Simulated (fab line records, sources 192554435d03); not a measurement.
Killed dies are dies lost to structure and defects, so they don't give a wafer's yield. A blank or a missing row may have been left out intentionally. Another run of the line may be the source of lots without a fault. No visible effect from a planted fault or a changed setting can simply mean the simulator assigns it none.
Struck lot and sound lot, side by side | flow n5Finfet | 45 steps out of a route of 1938
Sound: wafers L386.4, L386.5, L386.6. Struck: wafer L379.5 (left out: L379.2, L379.4 of the same lot, which were not struck); the cause appears at the end.
For every step that has rows: the tool of each side, followed by ch and its chambers, followed by its first start. Under that, the readings that differ: sound wafers | struck wafers | difference of the means | sigmas: that difference in standard deviations of wafers without a fault.
alike: same words and numbers on both sides, and readings whose means sit less than 2 such deviations apart. not compared: any withheld reading, any reading some wafer has no value for, any bound like >300 that may hide the same value, and any number with overlapping values for which the record gives no deviation.
Wherever a step has rows on one side only, a row that says differs or no value, or a row with sigmas, the two part there. When numbers do not overlap yet have no deviation, they are printed without sigmas and do not part them. A reading that every wafer of one side lacks parts them only if that side has two wafers or more.

first, 11 steps without rows for these wafers: N5_BEOL_M2_DESCUM_33 (chemistry O2, time 7 s); N5_BEOL_M2_ETCH_77 (etches underlayer in N2/H2, target depth 6.5 nm, time 5.2 s); N5_BEOL_M2_ETCH_69 (etches SiARC in CF4, target depth 15.6 nm, time 26 s); N5_BEOL_M2_ALD_98 (deposits SiO2, target thk 2.5 nm, pulse time 1 s, co reactant pulse time 1 s); N5_BEOL_M2_ETCHBACK_99 (etches SiO2 in CHF3, target depth 5 nm, time 10.4 s); N5_BEOL_M2_ETCH_70 (etches SOC in N2/H2, target depth 80 nm, overetch 24 nm, time 130 s); N5_BEOL_M2_STRIP_71 (strips in N2/H2); N5_BEOL_M2_STRIP_78 (strips in N2/H2); N5_BEOL_M2_VIA_ETCH_34 (etches the open film in C4F6/O2, target depth 69.4 nm, time 65.9 s); N5_BEOL_M2_STRIP_83 (strips in C4F6/O2); N5_BEOL_M2_STRIP_36 (strips in N2/H2).
N5_BEOL_M2_TRENCH_ETCH_37: etches SiOC in C4F6/O2, target depth 55.555 nm, time 29.2 s.
  sound on rieDiel-05 ch 1,2, day 13 03:44; struck on rieDiel-02 ch 1, day 9 14:32
reading                                   | sound            | struck | difference | sigmas
model.etch.depthNm (nm)                   | 55.33 55.29 55.1 | 91.3   | +36.1      | 
model.BEOL_M2.featureDepthNm (nm)         | 55.4 55.2 55     | 91.2   | +36.0      | 
model.TiN_of_BEOL_M2_HM_DEP_02.thkNm (nm) | 18 18 18.2       | 16.6   | -1.5       | 
  alike: O2_flow_sccm, drypumpMotorCurrentA, oes_ar_750_au, oesProductAu, rfVppV, showerheadPlenumPTorr, throttleValvePct
  not compared: rfHoursCounterH
then, 2 steps without rows for these wafers: N5_BEOL_M2_ETCH_41 (etches SiCN in CH3F/O2, target depth 29.9 nm, time 52.5 s); N5_BEOL_M2_STRIP_97 (strips in N2/H2, time 10 s).
N5_BEOL_M2_OCD_MEAS_38:
  struck on ocd-02, day 9 14:41; sound on ocd-02, day 13 03:54
reading            | sound          | struck | difference | sigmas
trenchDepthNm (nm) | 55.4 54.8 55.3 | 91.3   | +36.1      | +41
then, 25 steps without rows for these wafers: N5_BEOL_M2_HM_STRIP_39 (strips TiN in peroxide tin strip, target depth 25 nm, time 158 s); N5_BEOL_M2_SRD_40 (time 30 s); N5_BEOL_M2_PRECLEAN_42 (cleans in residue remover, time 60 s); N5_BEOL_M2_SRD_43 (time 30 s); N5_BEOL_M2_DEGAS_44 (time 60 s); N5_BEOL_M2_PRE_CLEAN_45 (time 30 s); N5_BEOL_M2_ALD_84 (deposits TaN, pulse time 2 s, purge time 3 s, co reactant purge time 2 s); N5_BEOL_M2_SURFACE_TREAT_85; N5_BEOL_M2_CVD_47 (deposits Co from CCTBA/H2, target thk 3 nm, time 223.8 s); N5_BEOL_M2_SPUTTER_48 (material Cu, target thk 4.5 nm, time 8.29 s); N5_BEOL_M2_ANNEAL_49 (time 240 s); N5_BEOL_M2_SPUTTER_79 (material Cu, target thk 4.5 nm, time 8.29 s); N5_BEOL_M2_ANNEAL_80 (time 240 s); N5_BEOL_M2_SPUTTER_81 (material Cu, target thk 4.5 nm, time 8.29 s); N5_BEOL_M2_ANNEAL_82 (time 240 s); N5_BEOL_M2_SPUTTER_86 (material Cu, target thk 4.5 nm, time 8.29 s); N5_BEOL_M2_ANNEAL_87 (time 240 s); N5_BEOL_M2_SPUTTER_88 (material Cu, target thk 4.5 nm, time 8.29 s); N5_BEOL_M2_ANNEAL_89 (time 240 s); N5_BEOL_M2_SPUTTER_90 (material Cu, target thk 4.5 nm, time 8.29 s); N5_BEOL_M2_ANNEAL_91 (time 240 s); N5_BEOL_M2_SPUTTER_92 (material Cu, target thk 4.5 nm, time 8.29 s); N5_BEOL_M2_ANNEAL_93 (time 240 s); N5_BEOL_M2_SPUTTER_94 (material Cu, target thk 4.5 nm, time 8.29 s); N5_BEOL_M2_ANNEAL_95 (time 240 s).
-- the record jumps here: 5 days lie between the struck wafers' starts before and after --
N5_BEOL_M2_CMP_52: polishes, stops on SiOC, t overpolish 6.8 s, target thk 40 nm.
  sound on cmp-04 ch 1,2, day 13 08:43; struck on cmp-03 ch 2, day 14 07:46
reading                               | sound        | struck | difference | sigmas
model.Cu_of_BEOL_M2_ECD_50.thkNm (nm) | 40 40.2 39.6 | 75.6   | +35.7      | 
  alike: clearingPlatenRpm, motorCurrentA
N5_BEOL_M2_THK_MEAS_53: measures by xrf.
  struck on filmMetro-01, day 14 08:03; sound on filmMetro-01, day 13 09:01
reading     | sound          | struck | difference | sigmas
M2_THK (nm) | 39.8 40.0 39.5 | 74.4   | +34.6      | +35
N5_BEOL_M2_RS_MEAS_58: uses a four-point probe to measure.
  struck on filmMetro-02, day 14 08:19; sound on filmMetro-01, day 13 09:16
reading        | sound             | struck | difference | sigmas
M2_RS (ohm/sq) | 0.670 0.665 0.680 | 0.305  | -0.367     | -17
-- here the record skips 3 days between the struck wafers' starts before and after, leaving off in module BEOL_M2 and picking up in module BEOL_M4 (first step shown: number 1111 of the route) --
N5_BEOL_M4_RC_MEAS_101:
  sound on prober-01 ch 0, day 17 07:47; struck on prober-02 ch 0, day 17 15:47
reading                   | sound             | struck | difference | sigmas
IOFF_N (nA/um)            | 0.159 0.168 0.148 | 0.118  | -0.040     | -2
ION_N (uA/um)             | 676 681 674       | 652    | -25        | -3
SERP_M2 (ohm/um)          | 198 192 186       | 92     | -100       | -8
SERP_M2_max_site (ohm/um) | 206 201 198       | 100    | -102       | -7
  alike: DIBL_N, DIBL_P, IOFF_P, ION_P, SS_N, SS_P, VT_N, VT_P
-- here the record skips 5 days between the struck wafers' starts before and after, leaving off in module BEOL_M4 and picking up in module PASSIVATION (first step shown: number 1936 of the route) --
N5_PASSIVATION_PROBE_49:
  struck on prober-01, day 22 13:18; sound on prober-01, day 22 01:23
reading          | sound | struck | difference | sigmas
killedAtContacts | 8 6 4 | 19     | +13        | +2
  alike: defectLimitedYield, killed_at_M0_to_M3, killed_at_M4_up, killedAtFrontEnd, killedAtOther, killedDies, killedOpen, killedShort, sort_bin_5_function, sort_bin_6_memory, sort_bin_8_speed, sortNPass, sortYieldPct

## WHERE THEY PART
At N5_BEOL_M2_OCD_MEAS_38 first; at N5_PASSIVATION_PROBE_49 last (within this record only).

WHY: whatever the simulator had introduced
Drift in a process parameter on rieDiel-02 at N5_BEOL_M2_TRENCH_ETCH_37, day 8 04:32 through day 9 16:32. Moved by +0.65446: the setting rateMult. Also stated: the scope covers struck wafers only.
